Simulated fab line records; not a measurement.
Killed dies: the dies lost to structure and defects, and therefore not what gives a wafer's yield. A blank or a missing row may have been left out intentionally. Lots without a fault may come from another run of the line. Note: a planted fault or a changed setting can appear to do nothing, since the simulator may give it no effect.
Chamber matching | flow n5_finfet | 4 sister chambers for N5_BEOL_M0_STRIP_142 on rie_diel-04
The step strips in N2/H2, time 10 s. 18 wafers are shown with their chamber, then 9 later ones without.

## EACH WAFER AND ITS CHAMBER
wafer  | chamber | oes_product_au (a.u.) | showerhead_plenum_p_Torr (Torr) | drypump_motor_current_A (A)
L075.2 | 2       | 0.72                  | 2.53                            | 5.5
L075.3 | 1       | 0.68                  | 2.50                            | 6.2
L075.6 | 1       | 0.68                  | 2.50                            | 6.2
L077.2 | 2       | 0.72                  | 2.53                            | 5.6
L077.5 | 0       | 0.68                  | 2.61                            | 6.2
L077.6 | 1       | 0.68                  | 2.50                            | 6.2
L078.1 | 2       | 0.72                  | 2.53                            | 5.6
L078.4 | 0       | 0.68                  | 2.61                            | 6.2
L078.6 | 2       | 0.72                  | 2.53                            | 5.6
L079.1 | 1       | 0.68                  | 2.50                            | 6.3
L079.3 | 2       | 0.72                  | 2.53                            | 5.5
L079.5 | 0       | 0.68                  | 2.61                            | 6.2
L080.1 | 1       | 0.67                  | 2.49                            | 6.3
L080.3 | 2       | 0.72                  | 2.52                            | 5.5
L080.5 | 2       | 0.71                  | 2.53                            | 5.5
L084.2 | 3       | 0.94                  | 2.60                            | 5.5
L084.4 | 1       | 0.68                  | 2.49                            | 6.2
L084.5 | 3       | 0.94                  | 2.60                            | 5.5

SIGNATURES (averages over the wafers above)
reading                  | chamber 0 | chamber 1 | chamber 2 | chamber 3 | scatter within a chamber
oes_product_au           | 0.6800    | 0.6783    | 0.7186    | 0.9400    | 0.00347
showerhead_plenum_p_Torr | 2.6100    | 2.4967    | 2.5286    | 2.6000    | 0.00396
drypump_motor_current_A  | 6.200     | 6.233     | 5.543     | 5.500     | 0.0467
Rule: a wafer lies at a distance from a chamber equal to the root of the sum of squares, over the readings, of (its reading less the chamber's mean, divided by the reading's scatter). If the next closest chamber is less than 2 further off than the closest, the wafer can't be placed; otherwise it belongs to the closest. The scatter: take each reading less its chamber's mean, square it, sum over the shown wafers, divide by the number of wafers less the number of chambers, and take the root.

## WAFERS MISSING THEIR CHAMBER
wafer  | oes_product_au (a.u.) | showerhead_plenum_p_Torr (Torr) | drypump_motor_current_A (A)
L094.1 | 0.69                  | 2.51                            | 5.5
L094.2 | 0.93                  | 2.49                            | 6.3
L094.3 | 0.88                  | 2.59                            | 5.5
L095.4 | 0.91                  | 2.60                            | 6.2
L095.5 | 0.69                  | 2.51                            | 5.5
L095.6 | 0.88                  | 2.59                            | 5.5
L097.1 | 0.92                  | 2.48                            | 6.3
L097.2 | 0.69                  | 2.51                            | 5.6
L097.5 | 0.69                  | 2.51                            | 5.6

## WHICH CHAMBER EACH ONE RAN IN
wafer  | from the rows above | in truth
L094.1 | 2                   | 2
L094.2 | 3                   | 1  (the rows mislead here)
L094.3 | 3                   | 3
L095.4 | 3                   | 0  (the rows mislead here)
L095.5 | 2                   | 2
L095.6 | 3                   | 3
L097.1 | 3                   | 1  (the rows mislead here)
L097.2 | 2                   | 2
L097.5 | 2                   | 2
Correct placement for 6 of the 9. Left unplaced by these rows: 0. Number placed wrongly: 3.
